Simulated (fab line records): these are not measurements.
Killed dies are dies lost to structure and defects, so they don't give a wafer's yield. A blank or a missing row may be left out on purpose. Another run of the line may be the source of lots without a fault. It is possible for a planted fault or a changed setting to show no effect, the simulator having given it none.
Chamber matching ; flow nand_harc ; 4 sister chambers for NHARC_P_CONTACT_CMP_01 on cmp-04
The step polishes SiO2, target thk 200 nm. 8 wafers are shown with their chamber, then 8 later ones without.

WAFERS PAIRED WITH THEIR CHAMBERS
wafer;chamber;motor_current_A (A)
L858.5;2;10.1
L864.6;3;11.5
L868.3;0;14.6
L868.5;0;14.1
L869.1;2;10.7
L869.2;3;11.2
L869.5;1;14.3
L871.2;1;13.6

WAFERS MISSING THEIR CHAMBER
wafer;motor_current_A (A)
L871.4;14.8
L871.6;11.1
L873.1;14.3
L873.2;12.0
L873.5;11.2
L879.1;13.9
L879.3;11.7
L879.5;11.7

WHICH CHAMBER EACH WENT THROUGH
wafer;from the rows above;in truth
L871.4;can't be placed: 0 or 1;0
L871.6;can't be placed: 3 or 2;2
L873.1;can't be placed: 0 or 1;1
L873.2;3;3
L873.5;can't be placed: 3 or 2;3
L879.1;can't be placed: 1 or 0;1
L879.3;3;3
L879.5;3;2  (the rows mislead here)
Correct placement for 2 of the 8. These rows do not allow placing 5 (true chamber among the candidates in 5). 1 placed wrongly.
How it was worked out, from the rows above alone: a wafer's distance from a chamber is the root of the sum, over the readings, of the square of ((its reading less the chamber's mean) divided by the reading's scatter). If the next closest chamber is less than 2 further off than the closest, the wafer can't be placed; otherwise it belongs to the closest. Each chamber's mean is taken over the wafers shown for it. The scatter is the square root of a quotient: the sum, over the shown wafers, of each reading's squared deviation from its chamber's mean, divided by wafers minus chambers.
